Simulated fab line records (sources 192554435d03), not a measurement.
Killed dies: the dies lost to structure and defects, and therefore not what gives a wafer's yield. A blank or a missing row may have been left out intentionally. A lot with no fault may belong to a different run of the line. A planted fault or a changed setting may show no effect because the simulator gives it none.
Split-lot study :: flow n5Finfet :: 7 lots, 39 wafers read, on a route of 1938 steps

ON THE SPLIT
At N5_BEOL_M4_VIA_ETCH_34 (etches the open film in C4F6/O2, target depth 69.4 nm, time 65.9 s), the setting targetDepthA was moved away from the recipe's 694 angstrom on 12 of the 39 wafers read, by -57.4% to +37.2%. The other wafers ran this setting at the recipe's value.

The reading is taken at the split's own step.

THE READING
SOC_of_BEOL_M4_COAT_67.thkNm (the simulator's own value, which no gauge read), in nm, at N5_BEOL_M4_VIA_ETCH_34 (etches the open film in C4F6/O2, target depth 69.4 nm, time 65.9 s). The file gives no usual value for it. Across the 27 wafers here that went through the recipe, the average is 51.8 nm and the standard deviation 0.2 nm.

wafer: L078.1
tool, chamber at the split: rieDiel-02, 1
targetDepthA as run, angstrom: 694
against the recipe: recipe
SOC_of_BEOL_M4_COAT_67.thkNm, nm: 52
against lot-mates on the recipe: -

wafer: L078.2
tool, chamber at the split: rieDiel-02, 2
targetDepthA as run, angstrom: 694
against the recipe: recipe
SOC_of_BEOL_M4_COAT_67.thkNm, nm: 51.6
against lot-mates on the recipe: -

wafer: L078.3
tool, chamber at the split: rieDiel-02, 3
targetDepthA as run, angstrom: 694
against the recipe: recipe
SOC_of_BEOL_M4_COAT_67.thkNm, nm: 52
against lot-mates on the recipe: -

wafer: L078.4
tool, chamber at the split: rieDiel-02, 0
targetDepthA as run, angstrom: 694
against the recipe: recipe
SOC_of_BEOL_M4_COAT_67.thkNm, nm: 52
against lot-mates on the recipe: -

wafer: L078.5
tool, chamber at the split: rieDiel-02, 2
targetDepthA as run, angstrom: 694
against the recipe: recipe
SOC_of_BEOL_M4_COAT_67.thkNm, nm: 51.8
against lot-mates on the recipe: -

wafer: L078.6
tool, chamber at the split: rieDiel-02, 3
targetDepthA as run, angstrom: 694
against the recipe: recipe
SOC_of_BEOL_M4_COAT_67.thkNm, nm: 51.8
against lot-mates on the recipe: -

wafer: L084.1
tool, chamber at the split: rieDiel-02, 3
targetDepthA as run, angstrom: 694
against the recipe: recipe
SOC_of_BEOL_M4_COAT_67.thkNm, nm: 51.8
against lot-mates on the recipe: -

wafer: L084.2
tool, chamber at the split: rieDiel-02, 0
targetDepthA as run, angstrom: 578.3
against the recipe: -16.7%
SOC_of_BEOL_M4_COAT_67.thkNm, nm: 52.8
against lot-mates on the recipe: +1.2

wafer: L084.3
tool, chamber at the split: rieDiel-02, 2
targetDepthA as run, angstrom: 578.3
against the recipe: -16.7%
SOC_of_BEOL_M4_COAT_67.thkNm, nm: 53
against lot-mates on the recipe: +1.4

wafer: L084.4
tool, chamber at the split: rieDiel-02, 1
targetDepthA as run, angstrom: 694
against the recipe: recipe
SOC_of_BEOL_M4_COAT_67.thkNm, nm: 51.4
against lot-mates on the recipe: -

wafer: L084.5
tool, chamber at the split: rieDiel-02, 3
targetDepthA as run, angstrom: 578.3
against the recipe: -16.7%
SOC_of_BEOL_M4_COAT_67.thkNm, nm: 53
against lot-mates on the recipe: +1.4

wafer: L084.6
tool, chamber at the split: rieDiel-02, 0
targetDepthA as run, angstrom: 694
against the recipe: recipe
SOC_of_BEOL_M4_COAT_67.thkNm, nm: 51.6
against lot-mates on the recipe: -

wafer: L086.1
tool, chamber at the split: rieDiel-01, 2
targetDepthA as run, angstrom: 694
against the recipe: recipe
SOC_of_BEOL_M4_COAT_67.thkNm, nm: 52
against lot-mates on the recipe: -

wafer: L086.2
tool, chamber at the split: rieDiel-01, 3
targetDepthA as run, angstrom: 295.3
against the recipe: -57.4%
SOC_of_BEOL_M4_COAT_67.thkNm, nm: 56.8
against lot-mates on the recipe: +4.9

wafer: L086.3
tool, chamber at the split: rieDiel-01, 1
targetDepthA as run, angstrom: 694
against the recipe: recipe
SOC_of_BEOL_M4_COAT_67.thkNm, nm: 51.8
against lot-mates on the recipe: -

wafer: L086.4
tool, chamber at the split: rieDiel-01, 0
targetDepthA as run, angstrom: 295.3
against the recipe: -57.4%
SOC_of_BEOL_M4_COAT_67.thkNm, nm: 56.6
against lot-mates on the recipe: +4.7

wafer: L086.5
tool, chamber at the split: rieDiel-01, 3
targetDepthA as run, angstrom: 694
against the recipe: recipe
SOC_of_BEOL_M4_COAT_67.thkNm, nm: 52
against lot-mates on the recipe: -

wafer: L086.6
tool, chamber at the split: rieDiel-01, 0
targetDepthA as run, angstrom: 295.3
against the recipe: -57.4%
SOC_of_BEOL_M4_COAT_67.thkNm, nm: 56.6
against lot-mates on the recipe: +4.7

wafer: L089.1
tool, chamber at the split: rieDiel-01, 2
targetDepthA as run, angstrom: 318.2
against the recipe: -54.1%
SOC_of_BEOL_M4_COAT_67.thkNm, nm: 56
against lot-mates on the recipe: +4.3

wafer: L089.2
tool, chamber at the split: rieDiel-01, 1
targetDepthA as run, angstrom: 318.2
against the recipe: -54.1%
SOC_of_BEOL_M4_COAT_67.thkNm, nm: 56.2
against lot-mates on the recipe: +4.5

wafer: L089.3
tool, chamber at the split: rieDiel-01, 0
targetDepthA as run, angstrom: 318.2
against the recipe: -54.1%
SOC_of_BEOL_M4_COAT_67.thkNm, nm: 56.2
against lot-mates on the recipe: +4.5

wafer: L089.4
tool, chamber at the split: rieDiel-01, 3
targetDepthA as run, angstrom: 694
against the recipe: recipe
SOC_of_BEOL_M4_COAT_67.thkNm, nm: 51.6
against lot-mates on the recipe: -

wafer: L089.5
tool, chamber at the split: rieDiel-01, 0
targetDepthA as run, angstrom: 694
against the recipe: recipe
SOC_of_BEOL_M4_COAT_67.thkNm, nm: 51.8
against lot-mates on the recipe: -

wafer: L089.6
tool, chamber at the split: rieDiel-01, 3
targetDepthA as run, angstrom: 694
against the recipe: recipe
SOC_of_BEOL_M4_COAT_67.thkNm, nm: 51.6
against lot-mates on the recipe: -

wafer: L095.1
tool, chamber at the split: rieDiel-02, 0
targetDepthA as run, angstrom: 951.9
against the recipe: +37.2%
SOC_of_BEOL_M4_COAT_67.thkNm, nm: 49
against lot-mates on the recipe: -3.0

wafer: L095.2
tool, chamber at the split: rieDiel-02, 1
targetDepthA as run, angstrom: 694
against the recipe: recipe
SOC_of_BEOL_M4_COAT_67.thkNm, nm: 52
against lot-mates on the recipe: -

wafer: L095.3
tool, chamber at the split: rieDiel-02, 2
targetDepthA as run, angstrom: 694
against the recipe: recipe
SOC_of_BEOL_M4_COAT_67.thkNm, nm: 51.8
against lot-mates on the recipe: -

wafer: L095.4
tool, chamber at the split: rieDiel-02, 3
targetDepthA as run, angstrom: 951.9
against the recipe: +37.2%
SOC_of_BEOL_M4_COAT_67.thkNm, nm: 49
against lot-mates on the recipe: -3.0

wafer: L095.5
tool, chamber at the split: rieDiel-02, 0
targetDepthA as run, angstrom: 694
against the recipe: recipe
SOC_of_BEOL_M4_COAT_67.thkNm, nm: 52.2
against lot-mates on the recipe: -

wafer: L095.6
tool, chamber at the split: rieDiel-02, 1
targetDepthA as run, angstrom: 951.9
against the recipe: +37.2%
SOC_of_BEOL_M4_COAT_67.thkNm, nm: 49
against lot-mates on the recipe: -3.0

wafer: L096.1
tool, chamber at the split: rieDiel-03, 3
targetDepthA as run, angstrom: 694
against the recipe: recipe
SOC_of_BEOL_M4_COAT_67.thkNm, nm: 52
against lot-mates on the recipe: -

wafer: L096.2
tool, chamber at the split: rieDiel-03, 0
targetDepthA as run, angstrom: 694
against the recipe: recipe
SOC_of_BEOL_M4_COAT_67.thkNm, nm: 52
against lot-mates on the recipe: -

wafer: L096.3
tool, chamber at the split: rieDiel-03, 0
targetDepthA as run, angstrom: 694
against the recipe: recipe
SOC_of_BEOL_M4_COAT_67.thkNm, nm: 52
against lot-mates on the recipe: -

wafer: L096.4
tool, chamber at the split: rieDiel-03, 3
targetDepthA as run, angstrom: 694
against the recipe: recipe
SOC_of_BEOL_M4_COAT_67.thkNm, nm: 51.8
against lot-mates on the recipe: -

wafer: L096.5
tool, chamber at the split: rieDiel-03, 0
targetDepthA as run, angstrom: 694
against the recipe: recipe
SOC_of_BEOL_M4_COAT_67.thkNm, nm: 52.2
against lot-mates on the recipe: -

wafer: L096.6
tool, chamber at the split: rieDiel-03, 3
targetDepthA as run, angstrom: 694
against the recipe: recipe
SOC_of_BEOL_M4_COAT_67.thkNm, nm: 51.6
against lot-mates on the recipe: -

wafer: L097.2
tool, chamber at the split: rieDiel-01, 3
targetDepthA as run, angstrom: 694
against the recipe: recipe
SOC_of_BEOL_M4_COAT_67.thkNm, nm: 51.6
against lot-mates on the recipe: -

wafer: L097.3
tool, chamber at the split: rieDiel-01, 0
targetDepthA as run, angstrom: 694
against the recipe: recipe
SOC_of_BEOL_M4_COAT_67.thkNm, nm: 51.8
against lot-mates on the recipe: -

wafer: L097.5
tool, chamber at the split: rieDiel-01, 0
targetDepthA as run, angstrom: 694
against the recipe: recipe
SOC_of_BEOL_M4_COAT_67.thkNm, nm: 51.8
against lot-mates on the recipe: -

FIT RESULTS
A straight line over all 39 wafers: SOC_of_BEOL_M4_COAT_67.thkNm changes by -0.0802 nm for each +1% of targetDepthA; r = -0.99; the points scatter about the line by 0.2 nm.
The same after taking each lot's own level away (the mean of its wafers on the recipe; 39 wafers): -0.082 nm for each +1%; r = -1.00; scatter 0.14 nm.
The reading moves by 4.7 nm for the largest change in targetDepthA, on that fit.
Across the lots, their own levels run from 51.60 to 52.00 nm, a range of 2.0 times the standard deviation given above.
Hence the lot-to-lot level has little effect on the slope; both slopes agree.
Check: for one of the wafers moved furthest among these (-57.4%), held out of the fit, the line's prediction against its lot-mates is +4.69 nm. Against them it came out at +4.87 nm.

OTHER SPLITS APPLIED TO THESE WAFERS
Note: prior to the reading, these wafers also went through further splits. Each is held against what the fit with the lots' levels taken away leaves over:
other split on the same wafers: N5_BEOL_M3_ILD_DEP_00 timeS
wafers away from the commonest value: 15
r with SOC_of_BEOL_M4_COAT_67.thkNm (lot level and that fit taken away): -0.07

THE WHOLE CHAIN: every reading that the file lists as answering this split, in the file's order
step: N5_BEOL_M4_VIA_ETCH_34
what it does: etches the open film in C4F6/O2, target depth 69.4 nm, time 65.9 s
reading: etch.depthNm (the simulator's own value, which no gauge read)
change (the file's fit): +0.697 nm for each +1% of the setting
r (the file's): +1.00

step: N5_BEOL_M4_VIA_ETCH_34
what it does: etches the open film in C4F6/O2, target depth 69.4 nm, time 65.9 s
reading: SOC_of_BEOL_M4_COAT_67.thkNm (the simulator's own value, which no gauge read)
change (the file's fit): -0.0821 nm for each +1% of the setting
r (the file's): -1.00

FILE'S OWN FIT
SOC_of_BEOL_M4_COAT_67.thkNm changes by -0.0821 nm for each +1% of targetDepthA, r = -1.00.
